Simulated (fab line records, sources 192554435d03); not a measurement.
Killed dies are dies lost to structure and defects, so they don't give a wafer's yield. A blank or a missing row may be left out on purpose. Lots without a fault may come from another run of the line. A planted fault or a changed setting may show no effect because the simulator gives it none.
Problem report in the 8D (eight disciplines) form, filled by code | flow n5_finfet | the parts of the form that need people (team, actions taken, sign-off) are left out

1. THE PROBLEM
run_length_s at N5_BEOL_M4_CVD_47 reads a mean of 245.0 s on 1 wafer of 1 lot; wafers without a fault read 246.7 s with a standard deviation of 0.39. That is -4.4 standard deviations from the usual mean.
The step: deposits Co from CCTBA/H2, target thk 3 nm, time 223.8 s.
First seen on wafer L874.3, day 12 05:01, on cvd_co-02. The record holds 14 wafers of 5 lots with a number at this step. Rule for "out", or "out of limits": more than 4 standard deviations from the usual mean. The other wafers with a number count as sound.

2. WHAT IT IS AND WHAT IT IS NOT
question                    | is                | is not
which readings at this step | run_length_s      | -
which lots                  | L874              | L857, L860, L866, L879
which wafers of those lots  | L874.3            | L874.1
read on which tools         | cvd_co-02         | cvd_co-01
when                        | from day 12 05:01 | up to then (10 sound wafers); but 3 sound wafers of L879 came after

3. SUSPECTS, AND WHAT RULES EACH OUT
Counting: a tool at a process step up to the reading stays a suspect if it ran every lot that is out. Sound lots after the first of them don't rule it out here, since some wafers of a struck lot are sound.
- rie_diel-01 at N5_BEOL_M4_ETCH_41 (etches SiCN in CH3F/O2, target depth 29.9 nm, time 52.5 s): kept. It ran the lot that is out, L874 (day 12 04:14); its last sound lot up to then is L866 (day 10 05:34). N5_BEOL_M4_ETCH_41 gives no start for some lots, so the hours and the order of its lots are those of N5_BEOL_M4_OCD_MEAS_38.
- rie_diel-01 at N5_BEOL_M4_STRIP_97 (strips in N2/H2, time 10 s): kept. It ran the lot that is out, L874 (day 12 04:14); its last sound lot up to then is L866 (day 10 05:34). N5_BEOL_M4_STRIP_97 gives no start for some lots, so the hours and the order of its lots are those of N5_BEOL_M4_OCD_MEAS_38.
- pvd_sputter-03 at N5_BEOL_M4_DEGAS_44 (time 60 s): kept. It ran the lot that is out, L874 (day 12 04:37); its last sound lot up to then is L857 (day 8 20:03).
- ald_metal-03 at N5_BEOL_M4_ALD_84 (deposits TaN, pulse time 2 s, purge time 3 s, co reactant purge time 2 s): kept. It ran the lot that is out, L874 (day 12 04:43); its last sound lot up to then is L866 (day 10 06:01).
- cvd_co-02 at N5_BEOL_M4_CVD_47 (deposits Co from CCTBA/H2, target thk 3 nm, time 223.8 s): kept. It ran the lot that is out, L874 (day 12 05:01); its last sound lot up to then is L866 (day 10 06:23). Its own readings are out on those wafers: run_length_s.
- Within rie_diel-01 at N5_BEOL_M4_ETCH_41: the wafers that are out ran in chamber 3; their sound lot-mates ran in chamber 0.
- Within rie_diel-01 at N5_BEOL_M4_STRIP_97: the wafers that are out ran in chamber 3; their sound lot-mates ran in chamber 0.
- Within ald_metal-03 at N5_BEOL_M4_ALD_84: the wafers that are out ran in chamber 0; their sound lot-mates ran in chamber 3.
- Within cvd_co-02 at N5_BEOL_M4_CVD_47: the wafers that are out ran in chamber 2; their sound lot-mates ran in chamber 1.
Left after counting: rie_diel-01 at N5_BEOL_M4_ETCH_41, rie_diel-01 at N5_BEOL_M4_STRIP_97, pvd_sputter-03 at N5_BEOL_M4_DEGAS_44, ald_metal-03 at N5_BEOL_M4_ALD_84, cvd_co-02 at N5_BEOL_M4_CVD_47.

4. THE CAUSE (what the simulator had put in)
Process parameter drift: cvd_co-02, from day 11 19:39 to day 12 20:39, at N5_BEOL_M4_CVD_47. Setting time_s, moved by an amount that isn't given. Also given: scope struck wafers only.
Counting left 5 suspects, and this tool is among them.

5. THE CHAIN OF EFFECTS, in route order
Each row: a reading whose mean over the struck wafers that have a number lies more than 3 standard deviations from the usual. Only readings for which the record gives a usual standard deviation are gone through. hours: the time from each lot's start at the first step in this table that gives one to its start at this step, as a median over the lots. sigmas: the change in usual standard deviations.
hours | step              | reading      | usual   | on struck wafers | change | sigmas
0     | N5_BEOL_M4_CVD_47 | run_length_s | 246.7 s | 245.0            | -1.7   | -4.4
The process steps in it:
- N5_BEOL_M4_CVD_47: deposits Co from CCTBA/H2, target thk 3 nm, time 223.8 s.
Later measuring or inspecting steps at which every struck wafer that the step has a row for has a number for every such reading, and none has moved that far: N5_BEOL_M4_RC_MEAS_101.

6. WHAT WOULD HAVE CAUGHT IT SOONER
In this record the first reading out of limits was taken at day 12 05:01, 9 hours after the fault began at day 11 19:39.
